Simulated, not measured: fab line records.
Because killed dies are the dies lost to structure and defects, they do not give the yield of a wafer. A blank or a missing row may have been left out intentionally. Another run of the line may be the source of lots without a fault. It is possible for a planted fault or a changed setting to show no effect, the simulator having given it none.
Chamber matching	flow nandHarc	NHARC_A_ZERO_WELL_DESCUM_12 on rieDiel-03 has 4 sister chambers
The step chemistry O2, time 3 s. 8 wafers are shown with their chamber, then 8 later ones without.

EACH WAFER AND ITS CHAMBER
wafer	chamber	showerheadPlenumPTorr (Torr)	drypumpMotorCurrentA (A)
L311.4	3	2.03	6.1
L313.1	1	2.04	6.3
L313.2	2	1.80	5.9
L313.4	0	1.81	5.7
L323.1	3	2.02	6.2
L323.2	0	1.80	5.7
L323.4	1	2.03	6.3
L324.1	2	1.79	6.0

WAFERS MISSING THEIR CHAMBER
wafer	showerheadPlenumPTorr (Torr)	drypumpMotorCurrentA (A)
L324.5	1.80	5.7
L324.6	2.03	6.3
L326.1	1.80	5.7
L326.2	1.79	6.0
L326.5	1.79	6.0
L328.1	1.79	6.0
L328.2	1.80	5.7
L328.4	2.03	6.3

THE CHAMBER EACH PASSED THROUGH
wafer	from the rows above	in truth
L324.5	0	0
L324.6	1	1
L326.1	0	0
L326.2	2	2
L326.5	2	2
L328.1	2	2
L328.2	0	0
L328.4	1	1
Correctly placed: 8 of 8. Can't be placed from these rows: 0. Wrongly placed: 0.
How it was worked out, from the rows above alone: a wafer's distance from a chamber is the root of the sum, over the readings, of the square of ((its reading less the chamber's mean) divided by the reading's scatter). The wafer belongs to the nearest chamber; if the next one is less than 2 further off, it can't be placed. The mean given for a chamber averages the wafers shown for that chamber. The scatter: take each reading less its chamber's mean, square it, sum over the shown wafers, divide by the number of wafers less the number of chambers, and take the root.
